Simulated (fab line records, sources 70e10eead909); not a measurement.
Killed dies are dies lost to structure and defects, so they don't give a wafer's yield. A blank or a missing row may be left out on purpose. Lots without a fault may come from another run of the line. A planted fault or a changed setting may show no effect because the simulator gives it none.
A struck lot beside a sound one | flow nand_harc | 37 steps out of a route of 1159
Sound: wafers L607.1, L607.3, L607.4. Struck: wafer L612.1. (L612.3, L612.5 of the same lot were not struck and are left out.) The cause comes at the end.
At each step with rows: each side's tool, then ch and its chambers, then its first start. Under that, the readings that differ: sound wafers | struck wafers | difference of the means | sigmas: that difference in standard deviations of wafers without a fault.
alike: readings whose means differ by less than 2 such deviations, and words and numbers that are the same on both sides. not compared: withheld readings, readings that some wafer has no value for, bounds like >300 that may hide the same value, and numbers for which the record gives no deviation and whose values overlap.
The two part at a step that has a row with sigmas, a row that says differs or no value, or rows on one side only. Numbers that don't overlap but have no deviation are shown without sigmas and don't part them. A reading that every wafer of one side lacks parts them only if that side has two wafers or more.

NHARC_A_ONON_D1_THK_MEAS_34: measures by ellipsometry.
  sound on film_metro-01, day 10 00:48; struck on film_metro-02, day 11 03:52
  alike: thk_nm
NHARC_A_ONON_D1_INSPECT_32:
  sound on defect_inspect-01, day 10 00:52; struck on defect_inspect-01, day 11 03:55
  alike: raw_defect_count
then, 9 steps without rows for these wafers: NHARC_A_CHANNEL_HOLE_D1_DEP_00 (deposits aC, target thk 3100 nm); NHARC_A_CHANNEL_HOLE_D1_DEP_01 (deposits SiON, target thk 140 nm); NHARC_A_CHANNEL_HOLE_D1_DEHYDRATE_02 (time 120 s); NHARC_A_CHANNEL_HOLE_D1_HMDS_03 (time 30 s); NHARC_A_CHANNEL_HOLE_D1_COAT_36 (time 75 s); NHARC_A_CHANNEL_HOLE_D1_COAT_37 (time 65 s); NHARC_A_CHANNEL_HOLE_D1_COAT_04 (resist thk 90 nm); NHARC_A_CHANNEL_HOLE_D1_SOFTBAKE_05 (time 55 s); NHARC_A_CHANNEL_HOLE_D1_EBR_06.
NHARC_A_CHANNEL_HOLE_D1_EXPOSE_07: exposes mask HOLE D1, target cd 100 nm.
  sound on arfi_scanner-01 ch 0, day 10 03:57; struck on arfi_scanner-01 ch 0, day 11 08:16
  alike: mask, focus_offset_nm
then, 2 steps without rows for these wafers: NHARC_A_CHANNEL_HOLE_D1_PEB_08 (peb time 65 s); NHARC_A_CHANNEL_HOLE_D1_DEVELOP_09 (develop time 35 s).
NHARC_A_CHANNEL_HOLE_D1_CD_MEAS_10: target cd 100 nm.
  sound on cd_sem-03 ch 0, day 10 04:05; struck on cd_sem-03 ch 0, day 11 08:25
  reading    | sound             | struck | difference | sigmas
  cd_nm (nm) | 100.2 100.5 100.3 | 102.2  | +1.9       | +4
NHARC_A_CHANNEL_HOLE_D1_OVL_MEAS_11:
  sound on overlay-01, day 10 04:11; struck on overlay-01, day 11 08:30
  alike: overlay_x_nm, overlay_y_nm
NHARC_A_CHANNEL_HOLE_D1_INSPECT_12:
  sound on defect_inspect-01, day 10 04:54; struck on defect_inspect-02, day 11 08:32
  alike: raw_defect_count
NHARC_A_CHANNEL_HOLE_D1_DESCUM_15: chemistry O2, time 3 s.
  sound on rie_diel-10 ch 1,2,3, day 10 04:59; struck on rie_diel-09 ch 1, day 11 08:37
  reading                            | sound             | struck | difference | sigmas
  rf_hours_counter_h (h)             | 2 1 2             | 8      | +6         |
  model.A_CHANNEL_HOLE_D1.cd_nm (nm) | 99.31 99.98 99.65 | 102.5  | +2.9       |
  alike: drypump_motor_current_A, oes_product_au, rf_vpp_V, showerhead_plenum_p_Torr, throttle_valve_pct
NHARC_A_CHANNEL_HOLE_D1_ETCH_38: etches the open film in CF4, target depth 39 nm, time 65 s.
  sound on rie_diel-10 ch 0,1,3, day 10 05:05; struck on rie_diel-09 ch 3, day 11 08:41
  reading                | sound | struck | difference | sigmas
  rf_hours_counter_h (h) | 1 2 2 | 8      | +6         |
  alike: drypump_motor_current_A, oes_product_au, rf_vpp_V, showerhead_plenum_p_Torr, throttle_valve_pct
NHARC_A_CHANNEL_HOLE_D1_ETCH_39: etches the open film in N2/H2, target depth 260 nm, time 325 s.
  sound on rie_diel-10 ch 0,1,3; struck on rie_diel-09 ch 0
  reading                | sound | struck | difference | sigmas
  rf_hours_counter_h (h) | 2 2 2 | 9      | +7         |
  alike: drypump_motor_current_A, oes_product_au, rf_vpp_V, showerhead_plenum_p_Torr, throttle_valve_pct
NHARC_A_CHANNEL_HOLE_D1_ETCH_34: etches the open film in CF4/CHF3, target depth 154 nm, time 77 s.
  sound on rie_diel-10 ch 0,1,3; struck on rie_diel-09 ch 0
  reading                | sound | struck | difference | sigmas
  rf_hours_counter_h (h) | 2 2 2 | 9      | +7         |
  alike: drypump_motor_current_A, oes_product_au, rf_vpp_V, showerhead_plenum_p_Torr, throttle_valve_pct
then, 1 step without rows for these wafers: NHARC_A_CHANNEL_HOLE_D1_ETCH_16 (etches the open film in O2/COS, target depth 3100 nm, time 806 s).
NHARC_A_CHANNEL_HOLE_D1_CD_MEAS_18:
  sound on cd_sem-02, day 10 06:32; struck on cd_sem-02, day 11 09:42
  alike: cd_nm
then, 3 steps without rows for these wafers: NHARC_A_CHANNEL_HOLE_D1_ETCH_19 (etches the open film in C4F8/O2/Ar, time 34.5 s); NHARC_A_CHANNEL_HOLE_D1_ETCH_20 (etches the open film in C4F8/O2/Ar, time 361.9 s, target depth 1600 nm); NHARC_A_CHANNEL_HOLE_D1_ETCH_21 (etches the open film in C4F8/O2/Ar, time 514.3 s, target depth 1600 nm).
NHARC_A_CHANNEL_HOLE_D1_ETCH_22: etches the open film in C4F8/O2/Ar, time 666.7 s, target depth 1600 nm.
  sound on har_etch-02 ch 0,1, day 10 11:10; struck on har_etch-01 ch 0, day 11 10:44
  alike: drypump_motor_current_A, esc_clamp_current_uA, showerhead_plenum_p_Torr, throttle_valve_pct
  not compared: rf_hours_counter_h
then, 4 steps without rows for these wafers: NHARC_A_CHANNEL_HOLE_D1_ETCH_23 (etches the open film in C4F8/O2/Ar, time 819 s, target depth 1600 nm); NHARC_A_CHANNEL_HOLE_D1_ETCH_24 (etches the open film in C4F8/O2/Ar, time 906.2 s, target depth 1500 nm); NHARC_A_CHANNEL_HOLE_D1_ETCH_25 (etches the open film in C4F8/O2/Ar, time 1040.2 s, target depth 1500 nm); NHARC_A_CHANNEL_HOLE_D1_ETCH_26 (etches the open film in C4F8/O2/Ar, time 224.1 s, target depth 300 nm).
NHARC_A_CHANNEL_HOLE_D1_ETCH_33: etches the open film in C4F8/O2/Ar, time 90 s, target depth 400 nm.
  sound on har_etch-02 ch 0,1, day 10 14:17; struck on har_etch-01 ch 0, day 11 13:47
  alike: drypump_motor_current_A, esc_clamp_current_uA, showerhead_plenum_p_Torr, throttle_valve_pct
  not compared: rf_hours_counter_h
then, 3 steps without rows for these wafers: NHARC_A_CHANNEL_HOLE_D1_STRIP_41 (strips in N2/H2); NHARC_A_CHANNEL_HOLE_D1_STRIP_42 (strips in CF4/CHF3); NHARC_A_CHANNEL_HOLE_D1_STRIP_43 (strips in O2/COS).
NHARC_A_CHANNEL_HOLE_D1_ETCH_44: etches the open film in CF4/O2, target depth 140 nm, overetch 14 nm, time 77 s.
  sound on rie_diel-09 ch 0,2,3, day 10 15:02; struck on rie_diel-04 ch 1, day 11 14:31
  reading                            | sound             | struck | difference | sigmas
  drypump_motor_current_A (A)        | 5.9 6.0 5.9       | 5.3    | -0.6       | -2
  rf_hours_counter_h (h)             | 8 8 8             | 11     | +3         |
  model.A_CHANNEL_HOLE_D1.cd_nm (nm) | 90.95 89.63 90.89 | 92.26  | +1.77      |
  alike: oes_f_703_au, oes_o_777_au, oes_product_au, rf_vpp_V, showerhead_plenum_p_Torr, throttle_valve_pct
then, 1 step without rows for these wafers: NHARC_A_CHANNEL_HOLE_D1_STRIP_27 (strips in O2).

WHERE THEY PART
First at NHARC_A_CHANNEL_HOLE_D1_CD_MEAS_10; last, within this record, at NHARC_A_CHANNEL_HOLE_D1_ETCH_44.

WHY: what the simulator had put in
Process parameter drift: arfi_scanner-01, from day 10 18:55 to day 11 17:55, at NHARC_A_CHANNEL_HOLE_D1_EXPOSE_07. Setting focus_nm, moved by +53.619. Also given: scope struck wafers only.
